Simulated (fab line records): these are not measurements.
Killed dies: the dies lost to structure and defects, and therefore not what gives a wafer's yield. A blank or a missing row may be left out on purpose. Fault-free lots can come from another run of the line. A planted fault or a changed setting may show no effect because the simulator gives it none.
Matching of chambers + flow n5_finfet + N5_FIN_SAQP_ETCH_67 on rie_diel-05: 4 sister chambers
The step etches SiNx in CH3F/O2, target depth 30 nm. 22 wafers are shown with their chamber, then 11 later ones without.

WAFERS, EACH WITH ITS CHAMBER
| wafer  | chamber | showerhead_plenum_p_Torr (Torr) | throttle_valve_pct (%) | oes_product_au (a.u.) |
|--------|---------|---------------------------------|------------------------|-----------------------|
| L074.2 | 1       | 1.97                            | 16.06                  | 0.87                  |
| L074.4 | 2       | 1.86                            | 16.64                  | 0.83                  |
| L074.5 | 1       | 1.97                            | 16.04                  | 0.87                  |
| L079.2 | 2       | 1.86                            | 16.66                  | 0.83                  |
| L079.3 | 0       | 1.90                            | 16.38                  | 0.74                  |
| L079.6 | 3       | 2.06                            | 16.35                  | 0.75                  |
| L080.3 | 2       | 1.86                            | 16.67                  | 0.83                  |
| L080.4 | 0       | 1.90                            | 16.37                  | 0.74                  |
| L080.6 | 3       | 2.06                            | 16.34                  | 0.73                  |
| L081.3 | 3       | 2.06                            | 16.34                  | 0.73                  |
| L081.4 | 2       | 1.86                            | 16.68                  | 0.83                  |
| L081.6 | 3       | 2.06                            | 16.34                  | 0.73                  |
| L084.2 | 1       | 1.96                            | 16.10                  | 0.84                  |
| L084.3 | 2       | 1.85                            | 16.71                  | 0.82                  |
| L084.4 | 0       | 1.90                            | 16.40                  | 0.73                  |
| L087.1 | 3       | 2.05                            | 16.37                  | 0.73                  |
| L087.2 | 0       | 1.89                            | 16.42                  | 0.73                  |
| L087.4 | 1       | 1.96                            | 16.11                  | 0.83                  |
| L090.1 | 2       | 1.85                            | 16.70                  | 0.81                  |
| L090.3 | 0       | 1.89                            | 16.42                  | 0.73                  |
| L090.5 | 1       | 1.96                            | 16.11                  | 0.81                  |
| L092.2 | 0       | 1.89                            | 16.40                  | 0.72                  |

SIGNATURES (means of the wafers above)
| reading                  | chamber 0 | chamber 1 | chamber 2 | chamber 3 | scatter within a chamber |
|--------------------------|-----------|-----------|-----------|-----------|--------------------------|
| showerhead_plenum_p_Torr | 1.8950    | 1.9640    | 1.8567    | 2.0580    | 0.00518                  |
| throttle_valve_pct       | 16.3983   | 16.0840   | 16.6767   | 16.3480   | 0.0238                   |
| oes_product_au           | 0.7317    | 0.8440    | 0.8250    | 0.7340    | 0.0143                   |
Rule: a wafer's distance from a chamber is the root of the sum, over the readings, of the square of ((its reading less the chamber's mean) divided by the reading's scatter). If the next closest chamber is less than 2 further off than the closest, the wafer can't be placed; otherwise it belongs to the closest. How the scatter is found: for the shown wafers, subtract from each reading the mean of its chamber, square and add these, divide the total by (wafers less chambers), then take the root.

WAFERS WITHOUT THEIR CHAMBER
| wafer  | showerhead_plenum_p_Torr (Torr) | throttle_valve_pct (%) | oes_product_au (a.u.) |
|--------|---------------------------------|------------------------|-----------------------|
| L092.4 | 1.95                            | 16.12                  | 0.81                  |
| L092.6 | 2.05                            | 16.39                  | 0.72                  |
| L094.1 | 1.89                            | 16.42                  | 0.72                  |
| L094.5 | 1.85                            | 16.72                  | 0.79                  |
| L094.6 | 2.05                            | 16.41                  | 0.72                  |
| L095.1 | 1.95                            | 16.13                  | 0.80                  |
| L095.2 | 1.85                            | 16.74                  | 0.80                  |
| L095.5 | 1.85                            | 16.74                  | 0.80                  |
| L096.2 | 1.95                            | 16.15                  | 0.79                  |
| L096.4 | 1.89                            | 16.41                  | 0.71                  |
| L096.6 | 1.95                            | 16.11                  | 0.80                  |

THE CHAMBER EACH PASSED THROUGH
| wafer  | from the rows above | in truth |
|--------|---------------------|----------|
| L092.4 | 1                   | 1        |
| L092.6 | 3                   | 3        |
| L094.1 | 0                   | 0        |
| L094.5 | 2                   | 2        |
| L094.6 | 3                   | 3        |
| L095.1 | 1                   | 1        |
| L095.2 | 2                   | 2        |
| L095.5 | 2                   | 2        |
| L096.2 | 1                   | 1        |
| L096.4 | 0                   | 0        |
| L096.6 | 1                   | 1        |
Placed correctly: 11 of 11. Number that these rows cannot place: 0. Number placed wrongly: 0.
